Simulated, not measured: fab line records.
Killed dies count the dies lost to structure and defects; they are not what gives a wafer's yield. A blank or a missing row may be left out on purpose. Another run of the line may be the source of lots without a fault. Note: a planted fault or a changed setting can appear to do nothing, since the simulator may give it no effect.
fab line records	flow nand_harc	part 1 of 2: steps 1 to 43 of 44
record: lots: 6	wafers: 18	last_day: 33
route steps=1302 shown P_GATE@118 END@1302
lots untouched by any fault: they come from a run of this same line in which no faults occurred
start_h: the number of hours between the record's first day and the start of the first shown wafer of the lot	wait_h: time in hours since the lot's previous step	" same as the row above	L1.1+2: a row that stands for several wafers	- no value, or no start was given	* or withheld: withheld	< > ~ a bound
route shown NAME@n: NAME is a module with steps in the file, n the number in the route of the first one	usual: mean/standard deviation of fault-free wafers	same: alike in all rows	chamber/n: place in a boat	sites: readings site by site	_std_site: how widely they spread, as a standard deviation	_edge_site: outer sites' mean less inner sites'	radius_mm: for every site, how far away it sits from the centre of the wafer	mask NAME#n: copy n	behind: the most recent tool/chamber to have shaped the wafer	hold: reason for holding the lot/hours on hold/outcome of the hold	device: the transistor (n, p or np) that didn't switch	end of line: the tests these same wafers got at the end of their route	for a step that has no rows: nothing shown but its recipe	killed: at the first sort, the dies lost to defects and structure; wafer yield is something else	map: a wafer's dies, marking killed ones x, the rest . and places with no die _
set.NAME: setting as actually run; set.NAME@STEP: the setting as run at that earlier step	model.NAME: the simulator's own value behind a step, which no gauge read
a table for each step, a row for each wafer; lots at some steps of the route
services: from which hour (start_h, from the record's first day; less than 0 if before it) a tool's chamber was out of use, for how many hours, and why
== steps ==
step: NHARC_P_GATE_EBR_07
step: NHARC_P_GATE_EXPOSE_08
recipe: na: 0.6	dose_mj: 16.75	mask_id: P_HV
step: NHARC_P_GATE_PEB_09
recipe: peb_temp_c: 118	peb_time_s: 85
step: NHARC_P_GATE_DEVELOP_10
recipe: time_s: 70
step: NHARC_P_GATE_CD_MEAS_11
recipe: target_cd_nm: 1640	landing_energy_ev: 500
usual: cd_nm: 1639.6/1.6
lot.wafer	tool	chamber	start_h	wait_h	cd_nm
L806.1	cd_sem-01	0	177.64	-	1640.5
L806.3	"	0	"	"	1639.2
L806.4	"	0	"	"	1638.2
L808.1	cd_sem-03	0	198.14	-	1638.6
L808.2	"	0	"	"	1638.4
L808.5	"	0	"	"	1637.8
L810.1	cd_sem-01	0	228.28	-	1642.3
L810.3	"	0	"	"	1643.8
L810.6	"	0	"	"	1643.5
L811.1	cd_sem-03	0	228.31	-	1637.7
L811.3	"	0	"	"	1638.7
L811.6	"	0	"	"	1637.4
L812.1	cd_sem-02	0	243.19	-	1639.7
L812.2	"	0	"	"	1640.1
L812.5	"	0	"	"	1638.7
L817.1	cd_sem-01	0	290.95	-	1640.9
L817.3	"	0	"	"	1640.1
L817.5	"	0	"	"	1640.2
step: NHARC_P_GATE_HARDBAKE_12
recipe: temp_c: 125	time_s: 80
step: NHARC_P_GATE_DESCUM_13
recipe: time_s: 3	o2_flow_sccm: 200	ar_flow_sccm: 0	bias_power_w: 0	chemistry: O2
step: NHARC_P_GATE_ETCH_14
recipe: target_depth_a: 488	chemistry: dHF	material: SiO2
step: NHARC_P_GATE_STRIP_15
recipe: time_s: 780	temp_c: 130	chemistry: SPM
step: NHARC_P_GATE_PRECLEAN_71
recipe: time_s: *	temp_c: 50	bath_age_min: 0	chemistry: SC1
step: NHARC_P_GATE_SRD_72
step: NHARC_P_GATE_OXIDE_16
recipe: target_thk_a: 30	temp_c: 875	ox_time_s: 392	material: SiO2
step: NHARC_P_GATE_CVD_17
recipe: target_thk_a: 1500	temp_c: 620	time_s: 900	material: poly-Si
usual: zone_power_centre_pct: 9.2/0.63
lot.wafer	tool	chamber	start_h	wait_h	zone_power_centre_pct
L806.1	lpcvd_poly-02	0	188.13	2.6	8.4
L806.3	"	0	"	"	8.5
L806.4	"	0	"	"	8.4
L808.1	lpcvd_poly-01	0	208.05	2.5	9.5
L808.2	"	0	"	"	9.9
L808.5	"	0	"	"	9.8
L810.1	lpcvd_poly-01	0	238.51	2.8	9.9
L810.3	"	0	"	"	9.9
L810.6	"	0	"	"	9.8
L811.1	lpcvd_poly-01	0	238.51	2.8	9.7
L811.3	"	0	"	"	9.8
L811.6	"	0	"	"	9.8
L812.1	lpcvd_poly-02	0	253.10	2.6	8.5
L812.2	"	0	"	"	8.6
L812.5	"	0	"	"	8.5
L817.1	lpcvd_poly-02	0	301.33	3.0	8.5
L817.3	"	0	"	"	8.6
L817.5	"	0	"	"	8.5
step: NHARC_P_GATE_HM_DEP_102
recipe: target_thk_a: 1200	temp_c: 400	material: aC
step: NHARC_P_GATE_DEP_103
recipe: target_thk_a: 300	target_thk_nm: 30	temp_c: 400	flow_sccm: 200	rf_w: 350	material: SiON
step: NHARC_P_GATE_DEHYDRATE_18
recipe: temp_c: 150	time_s: 120
step: NHARC_P_GATE_HMDS_19
recipe: time_s: 30
step: NHARC_P_GATE_COAT_20
recipe: spin_rpm: 1500	resist_thk_nm: 90
step: NHARC_P_GATE_SOFTBAKE_21
recipe: temp_c: 105	time_s: 55
step: NHARC_P_GATE_EBR_22
step: NHARC_P_GATE_EXPOSE_23
recipe: na: 1.35	target_cd_nm: 120	dose_mj: 93.91	mask_id: P_GATE
step: NHARC_P_GATE_PEB_24
recipe: peb_temp_c: 100	peb_time_s: 65
step: NHARC_P_GATE_DEVELOP_25
recipe: develop_time_s: 35	dev_temp_c: 23
step: NHARC_P_GATE_CD_MEAS_26
recipe: target_cd_nm: 120	landing_energy_ev: 500
usual: cd_nm: 120.1/0.52
lot.wafer	tool	chamber	start_h	wait_h	cd_nm
L806.1	cd_sem-01	0	195.81	-	120.1
L806.3	"	0	"	"	120.0
L806.4	"	0	"	"	119.4
L808.1	cd_sem-03	0	214.26	-	119.9
L808.2	"	0	"	"	120.2
L808.5	"	0	"	"	119.8
L810.1	cd_sem-01	0	242.50	-	121.1
L810.3	"	0	"	"	119.9
L810.6	"	0	"	"	120.2
L811.1	cd_sem-01	0	242.65	-	120.0
L811.3	"	0	"	"	120.1
L811.6	"	0	"	"	120.7
L812.1	cd_sem-02	0	259.44	-	119.9
L812.2	"	0	"	"	120.4
L812.5	"	0	"	"	119.9
L817.1	cd_sem-01	0	308.71	-	119.9
L817.3	"	0	"	"	119.7
L817.5	"	0	"	"	120.1
step: NHARC_P_GATE_OVL_MEAS_27
usual: overlay_x_nm: 0.2/0.94	overlay_y_nm: 0.0/0.76
lot.wafer	tool	chamber	start_h	wait_h	overlay_x_nm	overlay_y_nm
L806.1	overlay-02	-	195.90	-	0.4	0.8
L806.3	"	-	"	"	-0.1	1.0
L806.4	"	-	"	"	-0.3	1.2
L808.1	overlay-02	-	214.35	-	0.3	-0.4
L808.2	"	-	"	"	0.4	-0.7
L808.5	"	-	"	"	0.5	-0.7
L810.1	overlay-02	-	242.59	-	-0.1	-1.4
L810.3	"	-	"	"	-0.4	-1.4
L810.6	"	-	"	"	-0.1	-1.5
L811.1	overlay-02	-	242.74	-	1.3	0.8
L811.3	"	-	"	"	1.3	1.4
L811.6	"	-	"	"	1.1	0.8
L812.1	overlay-01	-	259.53	-	-0.2	0.2
L812.2	"	-	"	"	0.4	0.1
L812.5	"	-	"	"	0.1	0.5
L817.1	overlay-02	-	308.80	-	0.5	0.6
L817.3	"	-	"	"	0.4	1.3
L817.5	"	-	"	"	0.6	1.2
step: NHARC_P_GATE_INSPECT_28
usual: raw_defect_count: 6/3.1
lot.wafer	tool	chamber	start_h	wait_h	raw_defect_count
L806.1	defect_inspect-02	-	195.93	0.0	5
L806.3	"	-	"	"	4
L806.4	"	-	"	"	3
L808.1	defect_inspect-02	-	214.39	0.0	4
L808.2	"	-	"	"	4
L808.5	"	-	"	"	10
L810.1	defect_inspect-01	-	242.62	0.0	327
L810.3	"	-	"	"	288
L810.6	"	-	"	"	295
L811.1	defect_inspect-01	-	242.78	0.0	265
L811.3	"	-	"	"	292
L811.6	"	-	"	"	308
L812.1	defect_inspect-01	-	259.57	0.0	6
L812.2	"	-	"	"	4
L812.5	"	-	"	"	5
L817.1	defect_inspect-02	-	308.84	0.0	5
L817.3	"	-	"	"	7
L817.5	"	-	"	"	9
step: NHARC_P_GATE_DESCUM_31
recipe: time_s: 3	o2_flow_sccm: 200	ar_flow_sccm: 0	bias_power_w: 0	chemistry: O2
usual: drypump_motor_current_A: 5.8/0.49	oes_product_au: 0.999/0.0086	rf_vpp_V: 57.8/0.87	showerhead_plenum_p_Torr: 1.92/0.093	throttle_valve_pct: 11.312/0.0094
lot.wafer	tool	chamber	start_h	wait_h	drypump_motor_current_A	oes_product_au	rf_hours_counter_h	rf_vpp_V	showerhead_plenum_p_Torr	throttle_valve_pct
L806.3	rie_diel-13	3	195.99	0.1	6.2	0.997	1.7	57.6	1.85	11.321
L806.1	"	0	"	"	5.9	0.980	1.4	57.0	1.97	11.316
L806.4	"	1	"	"	6.1	0.995	1.4	58.1	1.93	11.325
L808.2	rie_diel-02	0	214.45	0.1	6.3	0.995	8.6	59.2	1.97	11.307
L808.1	"	2	"	"	5.7	1.010	8.4	56.7	1.88	11.314
L808.5	"	1	"	"	6.0	0.987	-	56.6	2.05	11.312
L810.3	rie_diel-02	0	242.69	0.1	6.3	1.004	0.7	59.0	1.97	11.311
L810.1	"	3	"	"	5.4	1.005	0.7	56.8	1.80	11.316
L810.6	"	0	"	"	6.3	1.000	-	57.4	1.97	11.321
L811.1	rie_diel-13	3	242.84	0.1	6.2	0.990	3.7	56.6	1.85	11.300
L811.3	"	2	"	"	5.2	1.008	3.6	57.6	1.79	11.303
L811.6	"	3	"	"	6.2	1.002	-	57.4	1.85	11.315
L812.1	rie_diel-13	1	259.65	0.1	6.1	0.999	4.4	59.4	1.93	11.316
L812.2	"	2	"	"	5.2	1.000	4.8	56.7	1.79	11.314
L812.5	"	0	"	"	5.9	0.993	-	58.5	1.97	11.315
L817.3	rie_diel-03	1	308.91	0.1	4.7	0.999	1.6	56.9	2.00	11.329
L817.1	"	2	"	"	6.6	0.988	1.5	57.6	2.02	11.321
L817.5	"	2	"	"	6.6	0.994	-	59.3	2.02	11.307
step: NHARC_P_GATE_ETCH_104
recipe: target_depth_a: 600	time_s: withheld	cf4_flow_sccm: 100	chf3_flow_sccm: 30	ar_flow_sccm: 0	rf_w: 500	bias_w: 200	chemistry: CF4/CHF3
step: NHARC_P_GATE_HM_OPEN_105
recipe: target_depth_a: 3600	o2_flow_sccm: 400	cos_flow_sccm: 20	ar_flow_sccm: 0	rf_w: 500	bias_w: 300	chemistry: O2/COS
step: NHARC_P_GATE_STRIP_106
recipe: o2_flow_sccm: 400	cos_flow_sccm: 20	ar_flow_sccm: 0	bias_w: 0	chemistry: O2/COS
step: NHARC_P_GATE_ETCH_114
recipe: target_depth_a: 300	overetch_a: 30	time_s: 16.5	ion_energy_ev: 100	cf4_flow_sccm: 80	o2_flow_sccm: 20	ar_flow_sccm: 0	rf_w: 300	bias_w: 100	chemistry: CF4/O2
usual: drypump_motor_current_A: 5.8/0.51	oes_ar_750_au: 1.000/0.0044	oes_product_au: 0.999/0.0074	rf_vpp_V: 197.8/1.5	showerhead_plenum_p_Torr: 1.34/0.064	throttle_valve_pct: 13.398/0.0093
lot.wafer	tool	chamber	start_h	wait_h	drypump_motor_current_A	oes_ar_750_au	oes_product_au	rf_hours_counter_h	rf_vpp_V	showerhead_plenum_p_Torr	throttle_valve_pct
L806.1	rie_diel-13	0	-	-	5.9	1.010	0.982	1.4	198.8	1.38	13.391
L806.4	"	1	"	"	6.1	0.999	1.014	1.4	198.5	1.35	13.400
L806.3	"	2	"	"	5.2	0.998	0.994	1.8	195.0	1.25	13.399
L808.2	rie_diel-02	2	-	-	5.7	1.002	0.994	8.4	198.5	1.31	13.392
L808.1	"	3	"	"	5.4	1.000	0.995	9.1	196.6	1.26	13.411
L808.5	"	2	"	"	5.7	0.996	0.990	-	197.7	1.31	13.397
L810.3	rie_diel-02	0	-	-	6.3	0.999	0.998	0.7	198.2	1.37	13.403
L810.1	"	1	"	"	6.0	0.994	1.000	0.4	198.4	1.43	13.400
L810.6	"	1	"	"	6.0	1.003	1.010	-	200.3	1.43	13.406
L811.1	rie_diel-13	3	-	-	6.2	0.993	0.999	3.7	197.6	1.29	13.405
L811.3	"	1	"	"	6.1	0.990	1.001	2.9	198.5	1.35	13.409
L811.6	"	3	"	"	6.2	0.998	0.996	-	196.4	1.29	13.400
L812.1	rie_diel-13	3	-	-	6.2	0.986	1.000	5.2	197.1	1.29	13.395
L812.2	"	0	"	"	5.9	1.003	0.996	4.9	197.3	1.38	13.398
L812.5	"	3	"	"	6.2	0.993	0.985	-	197.4	1.29	13.403
L817.3	rie_diel-03	3	-	-	5.5	0.999	0.994	1.6	195.5	1.25	13.410
L817.1	"	1	"	"	4.7	1.007	1.008	1.7	199.1	1.40	13.386
L817.5	"	2	"	"	6.6	0.999	0.997	-	198.3	1.41	13.399
step: NHARC_P_GATE_ETCH_32
recipe: target_depth_a: 1500	over_etch_frac: 1	over_etch_ion_energy_ev: 40	time_s: 100.1	hbr_flow_sccm: 150	cl2_flow_sccm: 50	rf_w: 400	icp_w: 400	bias_w: 100	chemistry: HBr/Cl2
step: NHARC_P_GATE_STRIP_108
recipe: o2_flow_sccm: 500	ar_flow_sccm: 0	bias_w: 0	chemistry: O2
usual: drypump_motor_current_A: 5.8/0.51	oes_product_au: 0.999/0.0067	rf_vpp_V: 57.8/0.92	showerhead_plenum_p_Torr: 3.53/0.16	throttle_valve_pct: 17.037/0.0089
lot.wafer	tool	chamber	start_h	wait_h	drypump_motor_current_A	oes_product_au	rf_hours_counter_h	rf_vpp_V	showerhead_plenum_p_Torr	throttle_valve_pct
L806.3	rie_diel-02	0	196.64	-	6.3	1.006	8.6	58.1	3.63	17.048
L806.4	"	1	"	"	6.0	0.991	10.0	58.3	3.76	17.046
L806.1	"	3	"	"	5.4	0.990	9.0	56.2	3.33	17.051
L808.2	rie_diel-02	1	215.10	-	6.0	0.990	10.1	58.0	3.76	17.041
L808.1	"	2	"	"	5.8	1.001	8.5	57.7	3.48	17.036
L808.5	"	0	"	"	6.3	1.004	-	56.0	3.63	17.045
L810.1	rie_diel-03	0	243.31	-	5.8	1.009	7.8	57.3	3.58	17.042
L810.3	"	1	"	"	4.7	1.009	8.0	59.0	3.69	17.049
L810.6	"	0	"	"	5.8	0.997	-	58.0	3.58	17.031
L811.3	rie_diel-13	2	243.46	-	5.2	1.003	3.7	57.9	3.31	17.039
L811.1	"	3	"	"	6.2	0.999	3.7	56.6	3.42	17.058
L811.6	"	3	"	"	6.2	0.997	-	56.9	3.43	17.050
L812.1	rie_diel-13	2	260.25	-	5.2	0.993	4.9	57.3	3.31	17.045
L812.2	"	1	"	"	6.1	0.993	4.5	58.1	3.56	17.051
L812.5	"	3	"	"	6.2	0.989	-	57.0	3.42	17.039
L817.1	rie_diel-02	2	309.60	-	5.7	0.992	3.3	57.2	3.48	17.035
L817.3	"	3	"	"	5.4	1.007	3.1	57.0	3.33	17.026
L817.5	"	2	"	"	5.7	1.000	-	58.6	3.48	17.040
step: NHARC_P_GATE_CD_MEAS_33
usual: cd_nm: 120.7/1.7
lot.wafer	tool	chamber	start_h	wait_h	cd_nm
L806.1	cd_sem-02	-	196.82	-	118.4
L806.3	"	-	"	"	120.3
L806.4	"	-	"	"	118.5
L808.1	cd_sem-01	-	215.25	-	116.5
L808.2	"	-	"	"	120.4
L808.5	"	-	"	"	117.3
L810.1	cd_sem-03	-	243.48	-	120.1
L810.3	"	-	"	"	122.8
L810.6	"	-	"	"	120.1
L811.1	cd_sem-01	-	243.64	-	120.9
L811.3	"	-	"	"	121.9
L811.6	"	-	"	"	122.1
L812.1	cd_sem-02	-	260.42	-	123.5
L812.2	"	-	"	"	122.5
L812.5	"	-	"	"	121.5
L817.1	cd_sem-02	-	309.76	-	119.0
L817.3	"	-	"	"	119.1
L817.5	"	-	"	"	121.1
step: NHARC_P_GATE_STRIP_35
recipe: time_s: 600	temp_c: 130	chemistry: SPM
step: NHARC_P_GATE_PRECLEAN_73
recipe: time_s: *	temp_c: 50	bath_age_min: 0	chemistry: SC1
step: NHARC_P_GATE_SRD_74
step: NHARC_P_GATE_ALD_36
recipe: target_thk_a: 200	pulse_time_s: 60	ald_cycles: 223	temp_c: 400	material: SiNx
usual: heater_power_w: 825/79	precursor_pulse_height_rel: 1.003/0.02	susceptor_temp_C: 400.00/0.22
lot.wafer	tool	chamber	start_h	wait_h	heater_power_w	precursor_pulse_height_rel	since_wet_clean_h	susceptor_temp_C
L806.4	ald_sin-02	1	197.28	-	798	1.006	62	399.87
L806.1	"	3	199.40	-	690	0.999	64	399.70
L806.3	"	0	200.46	-	958	0.992	65	399.85
L808.2	ald_sin-03	2	215.71	-	833	1.013	33	400.25
L808.1	"	3	216.76	-	808	1.009	34	400.07
L808.5	"	2	219.91	-	832	0.967	-	400.08
L811.1	ald_sin-03	1	244.10	-	797	0.959	62	399.64
L811.3	"	0	247.28	-	833	0.985	65	400.01
L811.6	"	1	248.34	-	794	0.979	-	399.66
L810.1	ald_sin-01	3	244.99	-	763	0.986	15	-
L810.3	"	0	246.02	-	902	1.001	16	-
L810.6	"	3	249.14	-	789	0.975	-	-
L812.2	ald_sin-02	3	261.93	-	717	1.018	127	400.43
L812.1	"	1	264.03	-	808	1.039	129	399.81
L812.5	"	2	265.07	-	760	1.009	-	400.07
L817.1	ald_sin-03	0	310.22	-	832	1.047	128	399.68
L817.3	"	2	312.34	-	838	0.997	130	400.12
L817.5	"	0	314.45	-	863	1.029	-	400.04
step: NHARC_P_GATE_ETCHBACK_37
recipe: target_depth_a: 345	time_s: 17.2	chf3_flow_sccm: 50	o2_flow_sccm: 10	ar_flow_sccm: 200	rf_w: 500	bias_w: 200	chemistry: CHF3/O2
step: NHARC_P_GATE_STRIP_101
recipe: time_s: 20	o2_flow_sccm: 500	ar_flow_sccm: 0	bias_w: 0	chemistry: O2
usual: drypump_motor_current_A: 5.8/0.49	oes_product_au: 0.998/0.0079	rf_vpp_V: 57.7/0.89	showerhead_plenum_p_Torr: 3.54/0.16	throttle_valve_pct: 17.037/0.0085
lot.wafer	tool	chamber	start_h	wait_h	drypump_motor_current_A	oes_product_au	rf_hours_counter_h	rf_vpp_V	showerhead_plenum_p_Torr	throttle_valve_pct
L806.1	rie_diel-13	2	206.93	0.1	5.2	1.000	1.9	56.5	3.32	17.040
L806.3	"	1	"	"	6.1	0.989	1.6	57.6	3.56	17.028
L806.4	"	1	"	"	6.1	0.995	-	56.2	3.56	17.028
L808.1	rie_diel-03	1	225.28	0.1	4.7	1.002	6.4	58.8	3.69	17.030
L808.2	"	2	"	"	6.6	0.992	5.5	59.3	3.72	17.051
L808.5	"	0	"	"	5.8	1.003	-	57.9	3.58	17.042
L810.3	rie_diel-03	3	253.44	0.1	5.6	1.006	8.7	56.5	3.30	17.040
L810.1	"	1	"	"	4.7	1.006	9.1	58.0	3.69	17.047
L810.6	"	0	"	"	5.8	1.014	-	58.2	3.58	17.032
L811.1	rie_diel-02	0	253.73	0.1	6.3	0.998	1.0	58.8	3.63	17.038
L811.3	"	2	"	"	5.7	0.987	0.7	57.6	3.48	17.049
L811.6	"	1	"	"	6.0	0.999	-	57.4	3.76	17.038
L812.2	rie_diel-02	0	270.44	0.1	6.3	0.998	1.1	58.0	3.63	17.030
L812.1	"	3	"	"	5.4	0.994	1.1	57.7	3.33	17.024
L812.5	"	1	"	"	6.0	1.006	-	58.1	3.76	17.037
L817.1	rie_diel-03	1	319.84	0.1	4.7	1.011	1.9	56.4	3.68	17.026
L817.3	"	3	"	"	5.6	1.008	1.9	57.7	3.30	17.036
L817.5	"	2	"	"	6.6	0.999	-	57.9	3.71	17.046
step: NHARC_P_GATE_PRECLEAN_97
recipe: time_s: 600	temp_c: 120	chemistry: SPM
step: NHARC_P_GATE_SRD_98
step: NHARC_P_GATE_INSPECT_68
usual: raw_defect_count: 195/73
lot.wafer	tool	chamber	start_h	wait_h	raw_defect_count
L806.1	defect_inspect-01	-	214.40	0.2	130
L806.3	"	-	"	"	167
L806.4	"	-	"	"	165
L808.1	defect_inspect-01	-	232.77	0.2	199
L808.2	"	-	"	"	256
L808.5	"	-	"	"	163
L810.1	defect_inspect-02	-	264.45	0.2	666
L810.3	"	-	"	"	592
L810.6	"	-	"	"	582
L811.1	defect_inspect-02	-	265.04	0.2	404
L811.3	"	-	"	"	438
L811.6	"	-	"	"	549
L812.1	defect_inspect-01	-	277.90	0.2	180
L812.2	"	-	"	"	181
L812.5	"	-	"	"	214
L817.1	defect_inspect-02	-	327.19	0.2	311
L817.3	"	-	"	"	184
L817.5	"	-	"	"	211
== key ==
first_sign: step: NHARC_P_GATE_INSPECT_28	reading: raw_defect_count	direction: up	sigmas: 95	usual: 6	struck: 296
effect: step: NHARC_P_GATE_INSPECT_68	reading: raw_defect_count	direction: up	sigmas: 4.7	usual: 195	struck: 538
effect: step: NHARC_END_SORT_01	reading: killed_at_periphery	direction: up	sigmas: 16	usual: 3.7	struck: 43.7
more_kills_born_at: NHARC_P_GATE_CVD_17@lpcvd_poly-01: 236
met_at NHARC_P_GATE_CVD_17
struck_wafers L810.1,L810.3,L810.6,L811.1,L811.3,L811.6
tester_left_out L810,L811
onset_between 208.05 238.51
fault: kind: chamber_particle_source	tool: lpcvd_poly-01	chamber: -	onset_h: 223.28	steps: NHARC_P_GATE_CVD_17	rate_per_visit_cm2: 0.44062	end_h: 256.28
tester_left_out: of these lots the tester's yield and bins aren't shown, on N5 and GAA mostly nor the transistor test; their killed dies are dies lost to structure and defects alone, not to doping, threshold or leakage, so they don't give the yield
